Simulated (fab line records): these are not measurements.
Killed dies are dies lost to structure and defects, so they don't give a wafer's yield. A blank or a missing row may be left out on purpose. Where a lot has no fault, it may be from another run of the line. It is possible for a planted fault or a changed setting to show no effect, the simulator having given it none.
Matching of chambers	flow n5Finfet	N5_BEOL_M4_ALD_98 on aldSin-02: 4 sister chambers
The step deposits SiO2, target thk 2.5 nm, pulse time 1 s, co reactant pulse time 1 s. 4 wafers are shown with their chamber, then 11 later ones without.

## WAFERS WITH THEIR CHAMBER
wafer	chamber	heaterPowerW (W)
L086.2	3	88
L086.6	2	78
L088.3	0	74
L087.2	1	97

## WAFERS WITH NO CHAMBER GIVEN
wafer	heaterPowerW (W)
L087.4	80
L087.5	78
L090.1	97
L090.5	74
L090.6	97
L093.1	75
L093.3	78
L093.6	86
L092.1	79
L092.2	75
L092.4	97

## EACH ONE'S CHAMBER
wafer	from the rows above	in truth
L087.4	2	2
L087.5	2	2
L090.1	1	1
L090.5	0	0
L090.6	1	1
L093.1	0	0
L093.3	2	2
L093.6	3	3
L092.1	2	2
L092.2	0	0
L092.4	1	1
Correctly placed: 11 of 11. Number that these rows cannot place: 0. Wrongly placed: 0.
How it was worked out, from the rows above alone: a wafer's distance from a chamber is the root of the sum, over the readings, of the square of ((its reading less the chamber's mean) divided by the reading's scatter). The wafer belongs to the nearest chamber; if the next one is less than 2 further off, it can't be placed. A chamber's mean is the mean of its shown wafers. The scatter: root of mean squared gap, hidden wafer to nearest shown wafer, with one shown wafer a chamber.
